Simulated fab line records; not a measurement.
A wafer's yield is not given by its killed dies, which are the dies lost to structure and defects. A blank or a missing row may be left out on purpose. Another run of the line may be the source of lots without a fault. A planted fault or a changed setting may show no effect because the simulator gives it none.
fab line records	flow n5-finfet	part 2 of 2: steps 21 to 27 of 27
[record] lots = 5	wafers = 15	last-day = 18
route steps=1938 shown BEOL_M11@1550
lots that met no fault: taken from a fault-free run of the same line
start-h: hours from the record's opening day to when the first of the lot's shown wafers began	wait-h: time in hours since the lot's previous step	" identical to the entry in the row above	L1.1+2: one row covering several wafers at once	- no value, or no start given	* or withheld: withheld	< > ~ a bound
route shown NAME@n: a module of which the file shows steps, and the number in the route of the first	usual: the fault-free wafers' mean and standard deviation	same: alike in all rows	chamber/n: place in a boat	sites: the reading at each site	_std_site: standard deviation of those values	_edge_site: inner sites' mean taken away from outer sites' mean	radius-mm: for every site, how far away it sits from the centre of the wafer	mask NAME#n: copy n	behind: the tool/chamber that last shaped the wafer	hold: the reason the lot was held/the length of the hold in hours/how it ended	device: which transistor (n, p or np) failed to switch	end of line: the same wafers' tests at the end of the route	a step given without rows: its recipe and nothing more	killed: count of dies lost to structure and defects at first sort (not the wafer's yield)	map: a wafer's dies, marking killed ones x, the rest . and places with no die _
set.NAME: setting as actually run; set.NAME@STEP: the setting as run at that earlier step	model.NAME: the simulator's own value behind a step, which no gauge read
certain route steps with their lots: each step a table, each wafer a row
services: a tool's chamber out of use, with start hour (start-h, from the record's first day; less than 0 if before it), hours out, and reason
[[steps]]
[step N5_BEOL_M11_INSPECT_30]
[recipe] mode = adi	inspect-instrument = brightfield
[usual] raw-defect-count = 394/91
lot.wafer	tool	chamber	start-h	wait-h	raw-defect-count
L082.2	defect-inspect-01	-	314.69	0.0	590
L082.3	"	-	"	"	503
L082.5	"	-	"	"	394
L084.1	defect-inspect-01	-	332.79	0.0	553
L084.3	"	-	"	"	492
L084.6	"	-	"	"	464
L090.2	defect-inspect-02	-	358.59	0.0	634
L090.3	"	-	"	"	520
L090.5	"	-	"	"	528
L091.3	defect-inspect-02	-	381.52	0.0	376
L091.5	"	-	"	"	523
L091.6	"	-	"	"	367
L094.1	defect-inspect-02	-	387.97	0.0	414
L094.2	"	-	"	"	466
L094.6	"	-	"	"	368
[step N5_BEOL_M11_DESCUM_33]
[recipe] chemistry = O2	time-s = 7.9	source-power-w = 50	bias-power-w = 20	pressure-mtorr = 20	rf-frequency-hz = 2.712e+07	temp-c = 40	resist = CAR-ArF	o2-flow-sccm = 225
[usual] drypump-motor-current-A = 5.9/0.61	oes-product-au = 0.77/0.065	rf-vpp-V = 242.9/1.4	showerhead-plenum-p-Torr = 2.08/0.062	throttle-valve-pct = 20.46/0.21
lot.wafer	tool	chamber	start-h	wait-h	drypump-motor-current-A	oes-product-au	rf-hours-counter-h	rf-vpp-V	showerhead-plenum-p-Torr	throttle-valve-pct
L082.2	rie-diel-04	0	314.73	0.0	6.0	0.85	72	242.1	2.04	20.31
L082.3	"	1	"	"	5.2	0.82	78	243.7	2.12	20.54
L082.5	"	1	"	"	5.1	0.83	-	241.9	2.12	20.56
L084.1	rie-diel-02	0	332.82	0.0	5.4	0.80	99	242.8	2.11	20.30
L084.3	"	3	"	"	6.8	0.77	138	242.0	2.02	20.86
L084.6	"	0	"	"	5.4	0.81	-	244.9	2.11	20.31
L090.2	rie-diel-02	3	359.08	0.5	6.8	0.75	146	242.9	2.01	20.88
L090.3	"	2	"	"	6.5	0.75	125	243.1	2.02	20.41
L090.5	"	0	"	"	5.4	0.80	-	244.6	2.10	20.31
L091.3	rie-diel-06	0	381.55	0.0	6.5	0.82	73	243.9	2.13	20.37
L091.5	"	0	"	"	6.5	0.82	-	243.0	2.13	20.38
L091.6	"	3	"	"	4.9	0.69	-	243.6	2.07	20.54
L094.1	rie-diel-04	3	388.01	0.0	5.6	0.74	184	242.4	2.00	20.63
L094.2	"	2	"	"	5.2	1.00	6	246.2	2.24	20.31
L094.6	"	1	"	"	5.1	0.81	-	244.1	2.11	20.58
[step N5_BEOL_M11_ETCH_65]
[recipe] chemistry = CF4	target = SiARC	target-depth-a = 390	mask-material = CAR-ArF	time-s = 65	ion-energy-ev = 80	pressure-mtorr = 40	source-w = 545	bias-w = 36	Ar_flow_sccm = 100	cf4-flow-sccm = 100	ends = cleared
[usual] drypump-motor-current-A = 5.9/0.61	etch-rf-on-time-s = 65.2/2	oes-product-au = 0.66/0.057	rf-vpp-V = 183.9/1.1	showerhead-plenum-p-Torr = 2.12/0.058	throttle-valve-pct = 15.65/0.21
lot.wafer	tool	chamber	start-h	wait-h	drypump-motor-current-A	etch-rf-on-time-s	oes-product-au	rf-hours-counter-h	rf-vpp-V	showerhead-plenum-p-Torr	throttle-valve-pct
L082.2	rie-diel-04	0	314.76	0.0	5.9	65.6	0.73	72	183.3	2.10	15.60
L082.3	"	1	"	"	5.1	63.1	0.71	78	183.6	2.15	15.63
L082.5	"	1	"	"	5.1	63.1	0.72	-	185.2	2.15	15.64
L084.1	rie-diel-02	0	332.86	0.0	5.4	65.3	0.70	99	184.5	2.14	15.39
L084.3	"	3	"	"	6.8	64.1	0.66	138	182.7	2.06	16.00
L084.6	"	0	"	"	5.4	65.8	0.70	-	183.8	2.14	15.41
L090.2	rie-diel-02	3	359.12	0.0	6.8	64.8	0.66	146	183.0	2.06	16.00
L090.3	"	2	"	"	6.5	67.8	0.64	125	183.0	2.07	15.50
L090.5	"	0	"	"	5.4	65.5	0.69	-	184.0	2.14	15.43
L091.3	rie-diel-06	0	381.59	0.0	6.5	63.2	0.71	73	185.4	2.16	15.49
L091.5	"	0	"	"	6.5	63.6	0.71	-	184.7	2.16	15.48
L091.6	"	3	"	"	4.9	68.8	0.58	-	184.3	2.12	15.82
L094.1	rie-diel-04	3	388.04	0.0	5.6	64.8	0.63	184	184.7	2.05	15.85
L094.2	"	2	"	"	5.2	66.3	0.83	6	185.5	2.27	15.36
L094.6	"	1	"	"	5.1	63.1	0.69	-	183.4	2.14	15.70
[step N5_BEOL_M11_ETCH_66]
[recipe] chemistry = N2/H2	target = SOC	target-depth-a = 1200	overetch-a = 240	mask-material = SiARC	temp-c = 40	time-s = 180	ion-energy-ev = 200	pressure-mtorr = 30	source-w = 840	bias-w = 150	n2-flow-sccm = 200	h2-flow-sccm = 200
[usual] drypump-motor-current-A = 5.9/0.61	oes-product-au = 0.62/0.048	rf-vpp-V = 523.2/2.2	showerhead-plenum-p-Torr = 2.53/0.08	throttle-valve-pct = 17.89/0.22
lot.wafer	tool	chamber	start-h	wait-h	drypump-motor-current-A	oes-product-au	rf-hours-counter-h	rf-vpp-V	showerhead-plenum-p-Torr	throttle-valve-pct
L082.2	rie-diel-04	0	314.81	0.0	6.0	0.69	72	521.9	2.47	17.70
L082.3	"	1	"	"	5.1	0.66	78	524.9	2.56	17.89
L082.5	"	1	"	"	5.1	0.66	-	524.1	2.56	17.89
L084.1	rie-diel-02	0	332.91	0.0	5.4	0.66	99	526.0	2.57	17.76
L084.3	"	3	"	"	6.8	0.61	138	520.3	2.46	18.41
L084.6	"	0	"	"	5.4	0.66	-	526.3	2.57	17.77
L090.2	rie-diel-02	3	359.17	0.0	6.8	0.61	146	521.2	2.46	18.43
L090.3	"	2	"	"	6.5	0.61	125	521.1	2.45	17.76
L090.5	"	0	"	"	5.4	0.65	-	524.2	2.56	17.79
L091.3	rie-diel-06	0	381.64	0.0	6.5	0.66	73	524.0	2.58	17.80
L091.5	"	0	"	"	6.5	0.65	-	525.0	2.58	17.79
L091.6	"	3	"	"	4.9	0.57	-	523.2	2.52	18.00
L094.1	rie-diel-04	3	388.09	0.0	5.6	0.60	184	519.4	2.41	18.00
L094.2	"	2	"	"	5.2	0.79	6	528.6	2.70	17.45
L094.6	"	1	"	"	5.1	0.65	-	523.2	2.55	17.93
[step N5_BEOL_M11_STRIP_69]
[recipe] chemistry = N2/H2	temp-c = 40	n2-flow-sccm = 200	h2-flow-sccm = 200	rf-frequency-hz = 6e+07
lot.wafer	tool	chamber	start-h	wait-h
L082.2+3+5	rie-diel-04	0,1,1	314.92	0.1
L084.1+3+6	rie-diel-02	0,3,0	333.02	0.1
L090.2+3+5	rie-diel-02	3,2,0	359.28	0.1
L091.3+5+6	rie-diel-06	0,0,3	381.75	0.1
L094.1+2+6	rie-diel-04	3,2,1	388.20	0.1
[step N5_BEOL_M11_VIA_ETCH_34]
[recipe] chemistry = C4F6/O2	target = SiCOH_lowk	target-depth-a = 1845	mask-material = SOC	taper-deg = 4	time-s = 69.2	ion-energy-ev = 250	pressure-mtorr = 30	source-w = 345	bias-w = 185	Ar_flow_sccm = 300	C4F6_flow_sccm = 10	O2_flow_sccm = 10
[usual] drypump-motor-current-A = 5.9/0.61	oes-product-au = 0.77/0.065	rf-vpp-V = 667/12	showerhead-plenum-p-Torr = 2.82/0.075	throttle-valve-pct = 20.91/0.23
lot.wafer	tool	chamber	start-h	wait-h	drypump-motor-current-A	oes-product-au	rf-hours-counter-h	rf-vpp-V	showerhead-plenum-p-Torr	throttle-valve-pct
L082.2	rie-diel-04	0	314.93	0.0	6.0	0.86	72	676	2.79	20.90
L082.3	"	1	"	"	5.1	0.84	78	668	2.86	20.95
L082.5	"	1	"	"	5.1	0.83	-	666	2.86	20.95
L084.1	rie-diel-02	0	333.03	0.0	5.4	0.81	99	674	2.84	20.61
L084.3	"	3	"	"	6.8	0.77	138	675	2.75	21.35
L084.6	"	0	"	"	5.4	0.81	-	674	2.84	20.63
L090.2	rie-diel-02	3	359.29	0.0	6.8	0.75	146	673	2.74	21.37
L090.3	"	2	"	"	6.6	0.74	125	646	2.76	20.89
L090.5	"	0	"	"	5.4	0.80	-	675	2.83	20.63
L091.3	rie-diel-06	0	381.76	0.0	6.5	0.83	73	660	2.88	20.80
L091.5	"	0	"	"	6.5	0.82	-	661	2.88	20.82
L091.6	"	3	"	"	5.0	0.69	-	681	2.83	21.14
L094.1	rie-diel-04	3	388.21	0.0	5.6	0.74	184	655	2.72	21.09
L094.2	"	2	"	"	5.2	0.97	6	672	3.02	20.70
L094.6	"	1	"	"	5.1	0.80	-	667	2.85	20.98
[step N5_BEOL_M11_STRIP_73]
[recipe] chemistry = C4F6/O2	resist = SiARC	rf-frequency-hz = 6e+07
lot.wafer	tool	chamber	start-h	wait-h
L082.2+3+5	rie-diel-04	0,1,1	314.99	0.0
L084.1+3+6	rie-diel-02	0,3,0	333.08	0.0
L090.2+3+5	rie-diel-02	3,2,0	359.34	0.0
L091.3+5+6	rie-diel-06	0,0,3	381.82	0.0
L094.1+2+6	rie-diel-04	3,2,1	388.27	0.0
[[services]]
tool	chamber	start-h	hours	kind
arfi-scanner-01	-	289.46	0.8	pm
arfi-scanner-03	-	295.54	0.8	pm
rie-diel-06	3	296.14	2.1	repair
arfi-scanner-03	-	307.40	3.4	repair
arfi-scanner-01	-	307.47	0.4	repair
arfi-scanner-02	-	328.88	0.8	pm
arfi-scanner-02	-	331.61	1.3	pm
rie-diel-02	2	333.65	4.7	repair
arfi-scanner-03	-	337.62	1.3	pm
arfi-scanner-03	-	339.04	4.9	pm
arfi-scanner-02	-	343.76	1.0	pm
rie-diel-04	2	352.44	-	clean
rie-diel-04	2	352.44	-	consumable-replace:focus-ring
rie-diel-04	2	352.44	-	consumable-replace:showerhead
rie-diel-04	2	352.44	16.8	scheduled-down
rie-diel-04	2	352.44	16.8	vent-cycle
arfi-scanner-02	-	353.71	3.1	pm
rie-metal-02	1	360.25	1.3	repair
arfi-scanner-03	-	360.70	1.0	pm
litho-track-02	-	361.12	-	consumable-replace:filter
arfi-scanner-02	-	365.93	3.9	pm
arfi-scanner-03	-	379.38	1.0	pm
arfi-scanner-01	-	386.55	1.0	pm
rie-metal-03	-	387.98	2.8	pm
